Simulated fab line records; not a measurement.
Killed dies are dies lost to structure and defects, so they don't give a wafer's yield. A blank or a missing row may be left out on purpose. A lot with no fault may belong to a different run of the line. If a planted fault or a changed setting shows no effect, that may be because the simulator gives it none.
A struck lot beside a sound one    flow n5-finfet    36 out of 1938 route steps
Sound: the wafers L274.2, L274.4, L274.6. The struck wafers were L276.2, L276.4, L276.5. The cause is given at the end.
Per side, at each step with rows, come the tool, then ch with its chambers, and then its first start. Under that, the readings that differ: sound wafers    struck wafers    difference of the means    sigmas: that difference in standard deviations of wafers without a fault.
alike: words and numbers the same on both sides, and readings whose means are apart by under 2 such deviations; not compared: readings that were withheld, readings missing a value for some wafer, numbers with overlapping values and no deviation given by the record, and bounds like >300 which may hide the same value.
A row with sigmas, a row that says differs or no value, or rows on one side alone: a step with any of these is where the two part. Non-overlapping numbers with no deviation appear without sigmas and do not part them. A reading missing from all wafers of one side parts the sides only when that side holds two or more wafers.

first, 9 steps without rows for these wafers: N5_BEOL_M5_COAT_05 (resist thk 30 nm); N5_BEOL_M5_EBR_07; N5_BEOL_M5_SOFTBAKE_06 (time 60 s); N5_BEOL_M5_EXPOSE_08 (exposes mask M5, target cd 28 nm); N5_BEOL_M5_PEB_09 (peb time 60 s); N5_BEOL_M5_DEVELOP_10 (develop time 30 s); N5_BEOL_M5_DESCUM_16 (chemistry O2, time 7 s); N5_BEOL_M5_ETCH_72 (etches underlayer in N2/H2, target depth 6.5 nm, time 5.2 s); N5_BEOL_M5_ETCH_61 (etches SiARC in CF4, target depth 15.6 nm, time 26 s).
N5_BEOL_M5_ETCH_62: etches SOC in N2/H2, target depth 75 nm, overetch 15 nm, time 112.5 s.
  sound on rie-diel-03 ch 1,2,3, day 10 01:25; struck on rie-diel-03 ch 0,2, day 11 01:16
reading                                     sound              struck                difference  sigmas
rf-fwd-power-W (W)                          837.2 837.7 838.8  1042.1 1036.7 1035.3  +200.1      +69
rf-vpp-V (V)                                525.4 528.1 521.7  486.3 486.3 485.8     -38.9       -19
model.SiARC_of_BEOL_M5_COAT_60.thk-nm (nm)  6.8 7 6.8          6 6 6.2               -1          
model.BEOL_M5.cd-nm (nm)                    27.8 27.8 27.8     28.6 28.6 28.4        +0.7        
  alike: drypump-motor-current-A, h2-flow-sccm, n2-flow-sccm, oes-product-au, showerhead-plenum-p-Torr, temp-c, throttle-valve-pct
  not compared: rf-hours-counter-h
then, 24 steps without rows for these wafers: N5_BEOL_M5_STRIP_63 (strips in N2/H2); N5_BEOL_M5_STRIP_73 (strips in N2/H2); N5_BEOL_M5_STRIP_64 (strips in CF4); N5_BEOL_M5_HM_OPEN_17 (chemistry Cl2/BCl3, target TiN, target depth 20 nm, overetch 6 nm); N5_BEOL_M5_STRIP_19 (strips in O2); N5_BEOL_M5_COAT_65 (time 60 s, resist thk 60 nm); N5_BEOL_M5_COAT_66 (time 60 s, resist thk 12 nm); N5_BEOL_M5_COAT_74 (time 60 s, resist thk 5 nm); N5_BEOL_M5_COAT_22 (resist thk 30 nm); N5_BEOL_M5_EBR_24; N5_BEOL_M5_SOFTBAKE_23 (time 60 s); N5_BEOL_M5_EXPOSE_25 (exposes mask V4, defocus 10 nm); N5_BEOL_M5_PEB_26 (peb time 60 s); N5_BEOL_M5_DEVELOP_27 (develop time 30 s); N5_BEOL_M5_DESCUM_33 (chemistry O2, time 7 s); N5_BEOL_M5_ETCH_75 (etches underlayer in N2/H2, target depth 6.5 nm, time 5.2 s); N5_BEOL_M5_ETCH_67 (etches SiARC in CF4, target depth 15.6 nm, time 26 s); N5_BEOL_M5_ETCH_68 (etches SOC in N2/H2, target depth 80 nm, overetch 16 nm, time 120 s); N5_BEOL_M5_STRIP_69 (strips in N2/H2); N5_BEOL_M5_STRIP_76 (strips in N2/H2); N5_BEOL_M5_VIA_ETCH_34 (etches SiCOH lowk in C4F6/O2, target depth 88.3 nm, time 39.2 s); N5_BEOL_M5_STRIP_85 (strips in C4F6/O2); N5_BEOL_M5_STRIP_36 (strips in N2/H2); N5_BEOL_M5_TRENCH_ETCH_37 (etches SiCOH lowk in C4F6/O2, target depth 71.652 nm, time 24.7 s).
N5_BEOL_M5_ETCH_41: etches SiCN in CH3F/O2, target depth 31.5 nm, time 56.7 s.
  sound on rie-diel-04 ch 1,2,3; struck on rie-diel-04 ch 1,2,3
reading                   sound         struck          difference  sigmas
model.BEOL_M5.cd-nm (nm)  27.8 27.6 28  28.8 28.8 28.4  +0.9        
  alike: drypump-motor-current-A, oes-product-au, rf-fwd-power-W, rf-vpp-V, showerhead-plenum-p-Torr, throttle-valve-pct
  not compared: rf-hours-counter-h
after that, 1 step had no rows for these wafers: N5_PASSIVATION_PROBE_49.

## WHERE THEY PART
Only at N5_BEOL_M5_ETCH_62, as far as this record shows. Later steps at which nothing parts them and some readings are alike: N5_BEOL_M5_ETCH_41.

WHY: what had been put in by the simulator
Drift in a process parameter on rie-diel-03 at N5_BEOL_M5_ETCH_62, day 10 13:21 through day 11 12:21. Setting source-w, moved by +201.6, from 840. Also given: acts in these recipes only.
